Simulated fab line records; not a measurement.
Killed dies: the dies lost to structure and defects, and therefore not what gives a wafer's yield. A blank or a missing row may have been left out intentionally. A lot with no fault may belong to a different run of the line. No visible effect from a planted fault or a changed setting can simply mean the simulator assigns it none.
Chamber matching | flow n5_finfet | N5_BEOL_M1_STRIP_19 on rie_diel-02: 4 sister chambers
The step strips in O2. 16 wafers are shown with their chamber, then 8 later ones without.

== EACH WAFER AND ITS CHAMBER ==
wafer  | chamber | throttle_valve_pct (%) | drypump_motor_current_A (A) | showerhead_plenum_p_Torr (Torr)
L076.2 | 3       | 16.4                   | 6.6                         | 2.23
L076.3 | 0       | 17.0                   | 5.1                         | 2.08
L076.6 | 1       | 16.2                   | 5.4                         | 2.11
L078.1 | 3       | 16.5                   | 6.6                         | 2.23
L078.2 | 2       | 16.0                   | 6.7                         | 2.13
L078.6 | 1       | 16.2                   | 5.4                         | 2.11
L079.1 | 3       | 16.5                   | 6.5                         | 2.23
L079.3 | 2       | 16.0                   | 6.6                         | 2.13
L079.5 | 1       | 16.2                   | 5.4                         | 2.11
L080.2 | 1       | 16.2                   | 5.4                         | 2.11
L080.3 | 0       | 17.0                   | 5.1                         | 2.07
L080.4 | 3       | 16.5                   | 6.6                         | 2.23
L085.2 | 2       | 16.0                   | 6.6                         | 2.12
L085.5 | 2       | 16.0                   | 6.6                         | 2.12
L085.6 | 1       | 16.2                   | 5.4                         | 2.10
L086.1 | 2       | 16.0                   | 6.6                         | 2.12

SIGNATURES, as means of the wafers listed above
reading                  | chamber 0 | chamber 1 | chamber 2 | chamber 3 | scatter within a chamber
throttle_valve_pct       | 17.000    | 16.200    | 16.000    | 16.475    | 0.025
drypump_motor_current_A  | 5.100     | 5.400     | 6.620     | 6.575     | 0.0359
showerhead_plenum_p_Torr | 2.0750    | 2.1080    | 2.1240    | 2.2300    | 0.00456
Rule: a wafer's distance from a chamber is the root of the sum, over the readings, of the square of ((its reading less the chamber's mean) divided by the reading's scatter). The wafer belongs to the nearest chamber; if the next one is less than 2 further off, it can't be placed. The scatter: the root of (the sum of the squares of (reading less its chamber's mean) over the shown wafers, divided by (wafers less chambers)).

== WAFERS WITH NO CHAMBER GIVEN ==
wafer  | throttle_valve_pct (%) | drypump_motor_current_A (A) | showerhead_plenum_p_Torr (Torr)
L086.2 | 16.2                   | 5.4                         | 2.10
L086.5 | 16.2                   | 5.4                         | 2.10
L087.2 | 16.5                   | 6.6                         | 2.22
L087.4 | 17.0                   | 5.1                         | 2.07
L087.6 | 16.0                   | 6.6                         | 2.12
L095.2 | 16.2                   | 5.4                         | 2.10
L095.4 | 16.1                   | 6.6                         | 2.12
L095.5 | 16.2                   | 5.4                         | 2.10

== WHICH CHAMBER EACH ONE RAN IN ==
wafer  | from the rows above | in truth
L086.2 | 1                   | 1
L086.5 | 1                   | 1
L087.2 | 3                   | 3
L087.4 | 0                   | 0
L087.6 | 2                   | 2
L095.2 | 1                   | 1
L095.4 | 2                   | 2
L095.5 | 1                   | 1
Correctly placed: 8 of 8. Left unplaced by these rows: 0. Number placed wrongly: 0.
